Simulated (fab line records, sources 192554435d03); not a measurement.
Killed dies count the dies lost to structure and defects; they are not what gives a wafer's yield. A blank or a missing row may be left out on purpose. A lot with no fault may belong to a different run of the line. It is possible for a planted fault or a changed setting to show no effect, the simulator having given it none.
Lot-split experiment || flow n5 finfet || 39 wafers read from 7 lots, route of 1938 steps

== ON THE SPLIT ==
At N5_MOL_CONTACT_COAG_ETCH_106 (etches SOC in N2/H2, target depth 80 nm, overetch 16 nm, time 120 s), the setting source w was moved away from the recipe's 840 W on 9 of the 39 wafers read, by -18.1% to -14.5%. This setting was run at the recipe's value on the other wafers.

Reading taken at the split's own step.

== THE READING ==
rf vpp V, in V, at N5_MOL_CONTACT_COAG_ETCH_106 (etches SOC in N2/H2, target depth 80 nm, overetch 16 nm, time 120 s). Typical for fault-free wafers on this fab line: 524.0 V, with standard deviation 2.5 V.

{"wafer": "L077.1", "tool, chamber at the split": "rie diel-04, 2", "source w as run, W": 840, "against the recipe": "recipe", "rf vpp V, V": 523.0, "against lot-mates on the recipe": "-"}
{"wafer": "L077.2", "tool, chamber at the split": "rie diel-04, 0", "source w as run, W": 691.1, "against the recipe": "-17.7%", "rf vpp V, V": 563.8, "against lot-mates on the recipe": "+39.8"}
{"wafer": "L077.3", "tool, chamber at the split": "rie diel-04, 3", "source w as run, W": 840, "against the recipe": "recipe", "rf vpp V, V": 523.0, "against lot-mates on the recipe": "-"}
{"wafer": "L077.4", "tool, chamber at the split": "rie diel-04, 1", "source w as run, W": 691.1, "against the recipe": "-17.7%", "rf vpp V, V": 560.6, "against lot-mates on the recipe": "+36.6"}
{"wafer": "L077.5", "tool, chamber at the split": "rie diel-04, 0", "source w as run, W": 691.1, "against the recipe": "-17.7%", "rf vpp V, V": 564.2, "against lot-mates on the recipe": "+40.2"}
{"wafer": "L077.6", "tool, chamber at the split": "rie diel-04, 1", "source w as run, W": 840, "against the recipe": "recipe", "rf vpp V, V": 526.1, "against lot-mates on the recipe": "-"}
{"wafer": "L080.1", "tool, chamber at the split": "rie diel-02, 1", "source w as run, W": 840, "against the recipe": "recipe", "rf vpp V, V": 519.0, "against lot-mates on the recipe": "-"}
{"wafer": "L080.2", "tool, chamber at the split": "rie diel-02, 2", "source w as run, W": 840, "against the recipe": "recipe", "rf vpp V, V": 521.8, "against lot-mates on the recipe": "-"}
{"wafer": "L080.3", "tool, chamber at the split": "rie diel-02, 3", "source w as run, W": 840, "against the recipe": "recipe", "rf vpp V, V": 525.7, "against lot-mates on the recipe": "-"}
{"wafer": "L080.4", "tool, chamber at the split": "rie diel-02, 0", "source w as run, W": 840, "against the recipe": "recipe", "rf vpp V, V": 523.5, "against lot-mates on the recipe": "-"}
{"wafer": "L080.5", "tool, chamber at the split": "rie diel-02, 0", "source w as run, W": 840, "against the recipe": "recipe", "rf vpp V, V": 525.0, "against lot-mates on the recipe": "-"}
{"wafer": "L080.6", "tool, chamber at the split": "rie diel-02, 1", "source w as run, W": 840, "against the recipe": "recipe", "rf vpp V, V": 519.9, "against lot-mates on the recipe": "-"}
{"wafer": "L082.1", "tool, chamber at the split": "rie diel-03, 3", "source w as run, W": 840, "against the recipe": "recipe", "rf vpp V, V": 524.2, "against lot-mates on the recipe": "-"}
{"wafer": "L082.2", "tool, chamber at the split": "rie diel-03, 1", "source w as run, W": 840, "against the recipe": "recipe", "rf vpp V, V": 524.9, "against lot-mates on the recipe": "-"}
{"wafer": "L082.6", "tool, chamber at the split": "rie diel-03, 3", "source w as run, W": 840, "against the recipe": "recipe", "rf vpp V, V": 524.4, "against lot-mates on the recipe": "-"}
{"wafer": "L085.1", "tool, chamber at the split": "rie diel-03, 2", "source w as run, W": 840, "against the recipe": "recipe", "rf vpp V, V": 523.5, "against lot-mates on the recipe": "-"}
{"wafer": "L085.2", "tool, chamber at the split": "rie diel-03, 1", "source w as run, W": 688, "against the recipe": "-18.1%", "rf vpp V, V": 560.7, "against lot-mates on the recipe": "+36.8"}
{"wafer": "L085.3", "tool, chamber at the split": "rie diel-03, 3", "source w as run, W": 688, "against the recipe": "-18.1%", "rf vpp V, V": 560.2, "against lot-mates on the recipe": "+36.3"}
{"wafer": "L085.4", "tool, chamber at the split": "rie diel-03, 2", "source w as run, W": 840, "against the recipe": "recipe", "rf vpp V, V": 523.3, "against lot-mates on the recipe": "-"}
{"wafer": "L085.5", "tool, chamber at the split": "rie diel-03, 1", "source w as run, W": 688, "against the recipe": "-18.1%", "rf vpp V, V": 561.4, "against lot-mates on the recipe": "+37.5"}
{"wafer": "L085.6", "tool, chamber at the split": "rie diel-03, 3", "source w as run, W": 840, "against the recipe": "recipe", "rf vpp V, V": 525.0, "against lot-mates on the recipe": "-"}
{"wafer": "L086.1", "tool, chamber at the split": "rie diel-03, 3", "source w as run, W": 840, "against the recipe": "recipe", "rf vpp V, V": 525.3, "against lot-mates on the recipe": "-"}
{"wafer": "L086.2", "tool, chamber at the split": "rie diel-03, 2", "source w as run, W": 840, "against the recipe": "recipe", "rf vpp V, V": 523.4, "against lot-mates on the recipe": "-"}
{"wafer": "L086.3", "tool, chamber at the split": "rie diel-03, 1", "source w as run, W": 840, "against the recipe": "recipe", "rf vpp V, V": 526.5, "against lot-mates on the recipe": "-"}
{"wafer": "L086.4", "tool, chamber at the split": "rie diel-03, 2", "source w as run, W": 840, "against the recipe": "recipe", "rf vpp V, V": 522.6, "against lot-mates on the recipe": "-"}
{"wafer": "L086.5", "tool, chamber at the split": "rie diel-03, 1", "source w as run, W": 840, "against the recipe": "recipe", "rf vpp V, V": 526.5, "against lot-mates on the recipe": "-"}
{"wafer": "L086.6", "tool, chamber at the split": "rie diel-03, 3", "source w as run, W": 840, "against the recipe": "recipe", "rf vpp V, V": 525.1, "against lot-mates on the recipe": "-"}
{"wafer": "L088.1", "tool, chamber at the split": "rie diel-02, 2", "source w as run, W": 718, "against the recipe": "-14.5%", "rf vpp V, V": 548.8, "against lot-mates on the recipe": "+27.0"}
{"wafer": "L088.2", "tool, chamber at the split": "rie diel-02, 3", "source w as run, W": 718, "against the recipe": "-14.5%", "rf vpp V, V": 553.7, "against lot-mates on the recipe": "+31.9"}
{"wafer": "L088.3", "tool, chamber at the split": "rie diel-02, 1", "source w as run, W": 840, "against the recipe": "recipe", "rf vpp V, V": 519.4, "against lot-mates on the recipe": "-"}
{"wafer": "L088.4", "tool, chamber at the split": "rie diel-02, 0", "source w as run, W": 840, "against the recipe": "recipe", "rf vpp V, V": 524.8, "against lot-mates on the recipe": "-"}
{"wafer": "L088.5", "tool, chamber at the split": "rie diel-02, 3", "source w as run, W": 718, "against the recipe": "-14.5%", "rf vpp V, V": 554.8, "against lot-mates on the recipe": "+33.0"}
{"wafer": "L088.6", "tool, chamber at the split": "rie diel-02, 2", "source w as run, W": 840, "against the recipe": "recipe", "rf vpp V, V": 521.2, "against lot-mates on the recipe": "-"}
{"wafer": "L094.1", "tool, chamber at the split": "rie diel-04, 0", "source w as run, W": 840, "against the recipe": "recipe", "rf vpp V, V": 527.0, "against lot-mates on the recipe": "-"}
{"wafer": "L094.2", "tool, chamber at the split": "rie diel-04, 2", "source w as run, W": 840, "against the recipe": "recipe", "rf vpp V, V": 524.6, "against lot-mates on the recipe": "-"}
{"wafer": "L094.3", "tool, chamber at the split": "rie diel-04, 3", "source w as run, W": 840, "against the recipe": "recipe", "rf vpp V, V": 522.1, "against lot-mates on the recipe": "-"}
{"wafer": "L094.4", "tool, chamber at the split": "rie diel-04, 0", "source w as run, W": 840, "against the recipe": "recipe", "rf vpp V, V": 528.3, "against lot-mates on the recipe": "-"}
{"wafer": "L094.5", "tool, chamber at the split": "rie diel-04, 2", "source w as run, W": 840, "against the recipe": "recipe", "rf vpp V, V": 523.7, "against lot-mates on the recipe": "-"}
{"wafer": "L094.6", "tool, chamber at the split": "rie diel-04, 3", "source w as run, W": 840, "against the recipe": "recipe", "rf vpp V, V": 521.4, "against lot-mates on the recipe": "-"}

THE FIT
A straight line over all 39 wafers: rf vpp V changes by -2.09 V for each +1% of source w; r = -0.99; the points scatter about the line by 2.3 V.
The same after taking each lot's own level away (the mean of its wafers on the recipe; 39 wafers): -2.11 V for each +1%; r = -0.99; scatter 2 V.
According to that fit, moving source w by its largest amount changes the reading by 38 V.
From 521.80 to 524.90 V: that is the span of the lots' own levels, equal to 1.2 times the standard deviation above.
Hence the lot-to-lot level has little effect on the slope; both slopes agree.
Check: for one of the wafers moved furthest among these (-18.1%), held out of the fit, the line's prediction against its lot-mates is +38.4 V. Against them it came out at +36.8 V.
Tool readings at the split's step, against how far the setting was moved: rf vpp V r = -0.99.

== THE OTHER SPLITS THESE WAFERS WENT THROUGH ==
Before the reading, these wafers also passed through other splits. Each is held against what the fit with the lots' levels taken away leaves over:
{"other split on the same wafers": "N5_FIN_CUT_EXPOSE_05 dose mj", "wafers away from the commonest value": 15, "r with rf vpp V (lot level and that fit taken away)": "+0.16"}
{"other split on the same wafers": "N5_FIN_CUT_CUT_ETCH_26 source w", "wafers away from the commonest value": 12, "r with rf vpp V (lot level and that fit taken away)": "+0.13"}
{"other split on the same wafers": "N5_DUMMY_GATE_ETCH_37 source w", "wafers away from the commonest value": 12, "r with rf vpp V (lot level and that fit taken away)": -0.28}
{"other split on the same wafers": "N5_DUMMY_GATE_ETCH_32 time s", "wafers away from the commonest value": 9, "r with rf vpp V (lot level and that fit taken away)": "+0.32"}

== FILE'S OWN FIT ==
rf vpp V changes by -2.11 V for each +1% of source w, r = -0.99.
